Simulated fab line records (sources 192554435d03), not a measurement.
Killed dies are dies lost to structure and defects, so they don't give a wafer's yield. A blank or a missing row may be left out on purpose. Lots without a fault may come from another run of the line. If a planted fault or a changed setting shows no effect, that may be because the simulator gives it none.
Matching of chambers || flow n5 finfet || rie diel-05 running N5_MOL_CONTACT_COAG_STRIP_96: 4 sister chambers
The step strips in N2/H2. 8 wafers are shown with their chamber, then 9 later ones without.

EACH WAFER AND ITS CHAMBER
{"wafer": "L081.6", "chamber": 3, "drypump motor current A (A)": 5.7, "throttle valve pct (%)": 19.16}
{"wafer": "L082.3", "chamber": 1, "drypump motor current A (A)": 6.0, "throttle valve pct (%)": 18.76}
{"wafer": "L083.5", "chamber": 3, "drypump motor current A (A)": 5.7, "throttle valve pct (%)": 19.17}
{"wafer": "L084.1", "chamber": 2, "drypump motor current A (A)": 5.1, "throttle valve pct (%)": 18.97}
{"wafer": "L084.3", "chamber": 1, "drypump motor current A (A)": 6.0, "throttle valve pct (%)": 18.77}
{"wafer": "L087.2", "chamber": 2, "drypump motor current A (A)": 5.2, "throttle valve pct (%)": 18.99}
{"wafer": "L087.3", "chamber": 0, "drypump motor current A (A)": 5.1, "throttle valve pct (%)": 18.88}
{"wafer": "L087.6", "chamber": 0, "drypump motor current A (A)": 5.1, "throttle valve pct (%)": 18.86}

WAFERS WHOSE CHAMBER IS MISSING
{"wafer": "L088.2", "drypump motor current A (A)": 5.2, "throttle valve pct (%)": 19.01}
{"wafer": "L088.4", "drypump motor current A (A)": 5.7, "throttle valve pct (%)": 19.21}
{"wafer": "L088.6", "drypump motor current A (A)": 5.1, "throttle valve pct (%)": 18.85}
{"wafer": "L089.2", "drypump motor current A (A)": 5.1, "throttle valve pct (%)": 18.87}
{"wafer": "L089.3", "drypump motor current A (A)": 5.2, "throttle valve pct (%)": 19.00}
{"wafer": "L089.6", "drypump motor current A (A)": 5.8, "throttle valve pct (%)": 19.21}
{"wafer": "L091.1", "drypump motor current A (A)": 5.1, "throttle valve pct (%)": 18.86}
{"wafer": "L091.4", "drypump motor current A (A)": 5.2, "throttle valve pct (%)": 19.02}
{"wafer": "L091.6", "drypump motor current A (A)": 5.7, "throttle valve pct (%)": 19.21}

WHICH CHAMBER EACH ONE RAN IN
{"wafer": "L088.2", "from the rows above": 2, "in truth": 2}
{"wafer": "L088.4", "from the rows above": 3, "in truth": 3}
{"wafer": "L088.6", "from the rows above": 0, "in truth": 0}
{"wafer": "L089.2", "from the rows above": 0, "in truth": 0}
{"wafer": "L089.3", "from the rows above": 2, "in truth": 2}
{"wafer": "L089.6", "from the rows above": 3, "in truth": 3}
{"wafer": "L091.1", "from the rows above": 0, "in truth": 0}
{"wafer": "L091.4", "from the rows above": 2, "in truth": 2}
{"wafer": "L091.6", "from the rows above": 3, "in truth": 3}
Placed correctly: 9 of 9. From these rows, 0 cannot be placed. 0 placed wrongly.
How it was worked out, from the rows above alone: a wafer's distance from a chamber is the root of the sum, over the readings, of the square of ((its reading less the chamber's mean) divided by the reading's scatter). If the next closest chamber is less than 2 further off than the closest, the wafer can't be placed; otherwise it belongs to the closest. Each chamber's mean is taken over the wafers shown for it. How the scatter is found: for the shown wafers, subtract from each reading the mean of its chamber, square and add these, divide the total by (wafers less chambers), then take the root.
